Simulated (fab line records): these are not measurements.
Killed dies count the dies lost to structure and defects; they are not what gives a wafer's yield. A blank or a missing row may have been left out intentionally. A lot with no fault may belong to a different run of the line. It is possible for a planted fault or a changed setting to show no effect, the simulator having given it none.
Which tool did it? ; flow n5-finfet ; 12 lots, 36 wafers sampled, at 3 steps of a route of 1938

WHAT EACH GAUGE READ, for each wafer
N5_BEOL_M12_CD_MEAS_10 targets a cd of 140 nm.
lot;measured;on;cd-nm (nm)
L074;day 11 17:31;cd-sem-02;141.2 140.6 141.1
L077;day 11 20:13;cd-sem-02;143.9 144.0 140.9
L078;day 12 12:45;cd-sem-02;142.1 140.3 142.7
L082;day 12 20:48;cd-sem-03;140.4 137.8 140.7
L083;day 13 16:36;cd-sem-01;140.5 141.1 143.5
L085;day 14 06:25;cd-sem-02;138.8 140.5 140.3
L088;day 14 17:06;cd-sem-01;137.6 141.4 138.5
L087;day 14 18:22;cd-sem-02;140.2 141.3 139.8
L090;day 15 01:49;cd-sem-01;142.0 142.3 140.9
L093;day 15 07:32;cd-sem-03;142.4 141.1 139.7
L095;day 16 16:41;cd-sem-02;137.7 139.8 142.9
L096;day 17 02:22;cd-sem-03;139.2 139.5 139.2

WHAT TOOL EACH LOT RAN ON (gives the tool, then ch and the chambers of the sampled wafers, and finally the start)
lot;N5_BEOL_M11_PECVD_70;N5_BEOL_M11_ANNEAL_51
L074;pecvd-04 ch 0,1, day 11 09:26;rtp-anneal-01 ch 0, day 11 16:23
L077;pecvd-03 ch 0,1,2, day 11 12:08;rtp-anneal-02 ch 0, day 11 19:08
L078;pecvd-04 ch 0,2, day 12 02:28;rtp-anneal-02 ch 0, day 12 11:22
L082;pecvd-01 ch 0,1,2, day 12 07:02;rtp-anneal-01 ch 0, day 12 19:35
L083;pecvd-01 ch 0,1,2, day 13 06:31;rtp-anneal-02 ch 0, day 13 15:23
L085;pecvd-04 ch 0,2, day 14 00:28;rtp-anneal-01 ch 0, day 14 05:01
L088;pecvd-01 ch 1,2, day 14 06:18;rtp-anneal-01 ch 0, day 14 15:30
L087;pecvd-03 ch 0,1,2, day 14 10:16;rtp-anneal-01 ch 0, day 14 17:06
L090;pecvd-04 ch 0,1, day 14 18:47;rtp-anneal-02 ch 0, day 15 00:29
L093;pecvd-03 ch 0,2, day 15 02:05;rtp-anneal-01 ch 0, day 15 06:20
L095;pecvd-04 ch 0,1,2, day 16 10:08;rtp-anneal-02 ch 0, day 16 15:31
L096;pecvd-04 ch 0,1, day 16 17:54;rtp-anneal-01 ch 0, day 17 01:06
- N5_BEOL_M11_PECVD_70: deposits SiO2 from TEOS/O2, target thk 20 nm, time 22.7 s.
- N5_BEOL_M11_ANNEAL_51: time 90 s.

THE ANSWER, worked out from the rows above alone
Rule: what is usual is taken from the lots themselves. The widest of any qualifying gaps counts: lots, ordered by their means at a reading, are off when they make up no more than a third of the lots, leave a main group of 4 or more, and stand apart from it by 3 or more times the standard deviation of that group's means. Not used: any main group whose means are identical at the precision the tables above print for the reading. Also off: a lot with no number at a reading for which 4 or more lots have one. All remaining lots with rows at the step are treated as sound.
Across all readings shown, no lot is off: no conclusion can be drawn from this.

WHAT WAS PUT IN BY THE SIMULATOR
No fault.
